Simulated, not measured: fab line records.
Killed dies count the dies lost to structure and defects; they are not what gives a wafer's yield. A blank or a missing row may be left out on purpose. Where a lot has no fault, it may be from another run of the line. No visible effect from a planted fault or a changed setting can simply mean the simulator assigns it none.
Chamber matching / flow n5Finfet / rieDiel-04 running N5_BEOL_M0_SAQP_ETCH_84: 4 sister chambers
The step etches SOC in N2/H2, target depth 100 nm, overetch 20 nm, time 150 s. 16 wafers are shown with their chamber, then 8 later ones without.

== EACH WAFER AND ITS CHAMBER ==
wafer=L075.3; chamber=1; throttleValvePct (%)=17.9; drypumpMotorCurrentA (A)=5.4; oesProductAu (a.u.)=0.69
wafer=L075.5; chamber=1; throttleValvePct (%)=17.9; drypumpMotorCurrentA (A)=5.4; oesProductAu (a.u.)=0.68
wafer=L075.6; chamber=3; throttleValvePct (%)=18.2; drypumpMotorCurrentA (A)=5.8; oesProductAu (a.u.)=0.66
wafer=L077.2; chamber=2; throttleValvePct (%)=17.6; drypumpMotorCurrentA (A)=5.2; oesProductAu (a.u.)=0.80
wafer=L077.4; chamber=0; throttleValvePct (%)=17.4; drypumpMotorCurrentA (A)=5.6; oesProductAu (a.u.)=0.86
wafer=L077.6; chamber=2; throttleValvePct (%)=17.6; drypumpMotorCurrentA (A)=5.2; oesProductAu (a.u.)=0.79
wafer=L087.1; chamber=1; throttleValvePct (%)=18.0; drypumpMotorCurrentA (A)=5.3; oesProductAu (a.u.)=0.67
wafer=L087.5; chamber=1; throttleValvePct (%)=18.0; drypumpMotorCurrentA (A)=5.3; oesProductAu (a.u.)=0.67
wafer=L087.6; chamber=2; throttleValvePct (%)=17.6; drypumpMotorCurrentA (A)=5.2; oesProductAu (a.u.)=0.77
wafer=L088.1; chamber=0; throttleValvePct (%)=17.4; drypumpMotorCurrentA (A)=5.6; oesProductAu (a.u.)=0.82
wafer=L088.2; chamber=1; throttleValvePct (%)=18.0; drypumpMotorCurrentA (A)=5.4; oesProductAu (a.u.)=0.67
wafer=L088.3; chamber=3; throttleValvePct (%)=18.2; drypumpMotorCurrentA (A)=5.9; oesProductAu (a.u.)=0.65
wafer=L090.2; chamber=2; throttleValvePct (%)=17.7; drypumpMotorCurrentA (A)=5.2; oesProductAu (a.u.)=0.76
wafer=L090.3; chamber=1; throttleValvePct (%)=18.0; drypumpMotorCurrentA (A)=5.4; oesProductAu (a.u.)=0.67
wafer=L090.6; chamber=0; throttleValvePct (%)=17.4; drypumpMotorCurrentA (A)=5.6; oesProductAu (a.u.)=0.82
wafer=L091.2; chamber=0; throttleValvePct (%)=17.4; drypumpMotorCurrentA (A)=5.6; oesProductAu (a.u.)=0.81

SIGNATURES (averages over the wafers above)
reading=throttleValvePct; chamber 0=17.400; chamber 1=17.967; chamber 2=17.625; chamber 3=18.200; scatter within a chamber=0.0417
reading=drypumpMotorCurrentA; chamber 0=5.600; chamber 1=5.367; chamber 2=5.200; chamber 3=5.850; scatter within a chamber=0.0391
reading=oesProductAu; chamber 0=0.8275; chamber 1=0.6750; chamber 2=0.7800; chamber 3=0.6550; scatter within a chamber=0.0155
Rule: distance of a wafer from a chamber = root of the sum over the readings of ((wafer's reading minus chamber's mean) / reading's scatter) squared. The wafer belongs to the nearest chamber; if the next one is less than 2 further off, it can't be placed. The scatter: the root of (the sum of the squares of (reading less its chamber's mean) over the shown wafers, divided by (wafers less chambers)).

== WAFERS WITH NO CHAMBER GIVEN ==
wafer=L091.3; throttleValvePct (%)=18.0; drypumpMotorCurrentA (A)=5.4; oesProductAu (a.u.)=0.67
wafer=L091.6; throttleValvePct (%)=18.0; drypumpMotorCurrentA (A)=5.4; oesProductAu (a.u.)=0.67
wafer=L093.1; throttleValvePct (%)=18.2; drypumpMotorCurrentA (A)=5.9; oesProductAu (a.u.)=0.64
wafer=L093.2; throttleValvePct (%)=18.0; drypumpMotorCurrentA (A)=5.4; oesProductAu (a.u.)=0.67
wafer=L093.5; throttleValvePct (%)=18.0; drypumpMotorCurrentA (A)=5.4; oesProductAu (a.u.)=0.66
wafer=L096.1; throttleValvePct (%)=17.6; drypumpMotorCurrentA (A)=5.2; oesProductAu (a.u.)=0.75
wafer=L096.3; throttleValvePct (%)=18.0; drypumpMotorCurrentA (A)=5.4; oesProductAu (a.u.)=0.66
wafer=L096.4; throttleValvePct (%)=17.4; drypumpMotorCurrentA (A)=5.6; oesProductAu (a.u.)=0.80

== WHICH CHAMBER EACH WENT THROUGH ==
wafer=L091.3; from the rows above=1; in truth=1
wafer=L091.6; from the rows above=1; in truth=1
wafer=L093.1; from the rows above=3; in truth=3
wafer=L093.2; from the rows above=1; in truth=1
wafer=L093.5; from the rows above=1; in truth=1
wafer=L096.1; from the rows above=2; in truth=2
wafer=L096.3; from the rows above=1; in truth=1
wafer=L096.4; from the rows above=0; in truth=0
Placed correctly: 8 of 8. Can't be placed from these rows: 0. Placed wrongly: 0.
